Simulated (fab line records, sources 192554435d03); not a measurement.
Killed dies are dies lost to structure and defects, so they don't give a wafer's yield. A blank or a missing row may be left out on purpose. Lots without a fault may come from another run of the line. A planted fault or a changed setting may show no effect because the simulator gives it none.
Split-lot experiment | flow n5_finfet | 7 lots, 39 wafers read, on a route of 1938 steps

THE SPLIT
At N5_SD_EPI_N_EPI_21 (deposits Si:P, time 690 s), the setting temp_c was moved away from the recipe's 680 C on 15 of the 39 wafers read, by -0.7% to +0.5%. The other wafers ran this setting at the recipe's value.

FROM THE SPLIT TO THE READING: what the file shows between them, 1 step
- N5_SD_EPI_N_EPI_MEAS_23

THE READING
Si-P_of_SD_EPI_N_EPI_21.thk_nm (the simulator's own value, which no gauge read), in nm, at N5_SD_EPI_N_PRECLEAN_24 (cleans in O3/DIW, time 60 s). The file gives no usual value for it. The 24 wafers here that ran the recipe average 58.6 nm, standard deviation 0.57 nm.

wafer  | tool, chamber at the split | temp_c as run, C | against the recipe | Si-P_of_SD_EPI_N_EPI_21.thk_nm, nm | against lot-mates on the recipe
L076.1 | epi_rpcvd-01, 0            | 680              | recipe             | 58.8                               | -
L076.2 | epi_rpcvd-01, 0            | 677.9            | -0.3%              | 56                                 | -2.7
L076.3 | epi_rpcvd-01, 0            | 680              | recipe             | 59                                 | -
L076.4 | epi_rpcvd-01, 0            | 677.9            | -0.3%              | 57                                 | -1.7
L076.5 | epi_rpcvd-01, 0            | 677.9            | -0.3%              | 56.2                               | -2.5
L076.6 | epi_rpcvd-01, 0            | 680              | recipe             | 58.2                               | -
L079.1 | epi_rpcvd-01, 0            | 682.7            | +0.4%              | 62.2                               | +2.9
L079.2 | epi_rpcvd-01, 0            | 680              | recipe             | 59.4                               | -
L079.3 | epi_rpcvd-01, 0            | 680              | recipe             | 59.8                               | -
L079.4 | epi_rpcvd-01, 0            | 680              | recipe             | 58.6                               | -
L079.5 | epi_rpcvd-01, 0            | 682.7            | +0.4%              | 61.8                               | +2.5
L079.6 | epi_rpcvd-01, 0            | 682.7            | +0.4%              | 62                                 | +2.7
L080.1 | epi_rpcvd-02, 0            | 680              | recipe             | 58.2                               | -
L080.4 | epi_rpcvd-02, 0            | 680              | recipe             | 58.2                               | -
L080.5 | epi_rpcvd-02, 0            | 680              | recipe             | 57.8                               | -
L081.1 | epi_rpcvd-01, 0            | 680              | recipe             | 58.8                               | -
L081.6 | epi_rpcvd-01, 0            | 680              | recipe             | 58.8                               | -
L081.2 | epi_rpcvd-01, 0            | 680              | recipe             | 58.4                               | -
L081.3 | epi_rpcvd-01, 0            | 680              | recipe             | 58.4                               | -
L081.4 | epi_rpcvd-01, 0            | 680              | recipe             | 58                                 | -
L081.5 | epi_rpcvd-01, 0            | 680              | recipe             | 59                                 | -
L085.1 | epi_rpcvd-04, 0            | 680              | recipe             | 58.2                               | -
L085.2 | epi_rpcvd-04, 0            | 680              | recipe             | 57.6                               | -
L085.3 | epi_rpcvd-04, 0            | 675.5            | -0.7%              | 53.2                               | -4.7
L085.4 | epi_rpcvd-04, 0            | 680              | recipe             | 58                                 | -
L085.5 | epi_rpcvd-04, 0            | 675.5            | -0.7%              | 53.4                               | -4.5
L085.6 | epi_rpcvd-04, 0            | 675.5            | -0.7%              | 53                                 | -4.9
L086.1 | epi_rpcvd-02, 0            | 677.5            | -0.4%              | 55.6                               | -3.0
L086.2 | epi_rpcvd-02, 0            | 677.5            | -0.4%              | 55.4                               | -3.2
L086.3 | epi_rpcvd-02, 0            | 680              | recipe             | 59                                 | -
L086.4 | epi_rpcvd-02, 0            | 680              | recipe             | 58.4                               | -
L086.6 | epi_rpcvd-02, 0            | 680              | recipe             | 58.4                               | -
L086.5 | epi_rpcvd-02, 0            | 677.5            | -0.4%              | 56.2                               | -2.4
L091.1 | epi_rpcvd-01, 0            | 683.2            | +0.5%              | 62.2                               | +3.0
L091.2 | epi_rpcvd-01, 0            | 680              | recipe             | 58.4                               | -
L091.3 | epi_rpcvd-01, 0            | 680              | recipe             | 59.6                               | -
L091.6 | epi_rpcvd-01, 0            | 680              | recipe             | 59.6                               | -
L091.4 | epi_rpcvd-01, 0            | 683.2            | +0.5%              | 62                                 | +2.8
L091.5 | epi_rpcvd-01, 0            | 683.2            | +0.5%              | 61.6                               | +2.4

THE FIT
A straight line over all 39 wafers: Si-P_of_SD_EPI_N_EPI_21.thk_nm changes by +7.85 nm for each +1% of temp_c; r = +0.97; the points scatter about the line by 0.52 nm.
The same after taking each lot's own level away (the mean of its wafers on the recipe; 39 wafers): +6.89 nm for each +1%; r = +0.98; scatter 0.38 nm.
On that fit, the largest move of temp_c shifts the reading by 4.6 nm.
The lots' own levels span 57.93 to 59.27 nm, that is 2.3 times the standard deviation above.
So the lot-to-lot level changes the slope: the two fits differ.
Check: with one of the wafers moved furthest among these (-0.7%) left out of the fit, the line predicts -4.63 nm for it against its lot-mates. It came out at -4.73 nm against them.

OTHER SPLITS ON THESE WAFERS
These wafers also went through other splits before the reading. Each is held against what the fit with the lots' levels taken away leaves over:
other split on the same wafers  | wafers away from the commonest value | r with Si-P_of_SD_EPI_N_EPI_21.thk_nm (lot level and that fit taken away)
N5_DUMMY_GATE_EXPOSE_12 dose_mj | 15                                   | +0.00

THE WHOLE CHAIN: every reading that the file lists as answering this split, in the file's order
step                    | what it does                | reading                                                                         | change (the file's fit)              | r (the file's)
N5_SD_EPI_N_EPI_21      | deposits Si:P, time 690 s   | Si-P_of_SD_EPI_N_EPI_21.thk_nm (the simulator's own value, which no gauge read) | +6.95 nm for each +1% of the setting | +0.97
N5_SD_EPI_N_EPI_MEAS_23 |                             | thk_nm                                                                          | withheld for each +1% of the setting | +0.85
N5_SD_EPI_N_PRECLEAN_24 | cleans in O3/DIW, time 60 s | Si-P_of_SD_EPI_N_EPI_21.thk_nm (the simulator's own value, which no gauge read) | +6.93 nm for each +1% of the setting | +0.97

THE FILE'S OWN FIT
Si-P_of_SD_EPI_N_EPI_21.thk_nm changes by +6.93 nm for each +1% of temp_c, r = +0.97.
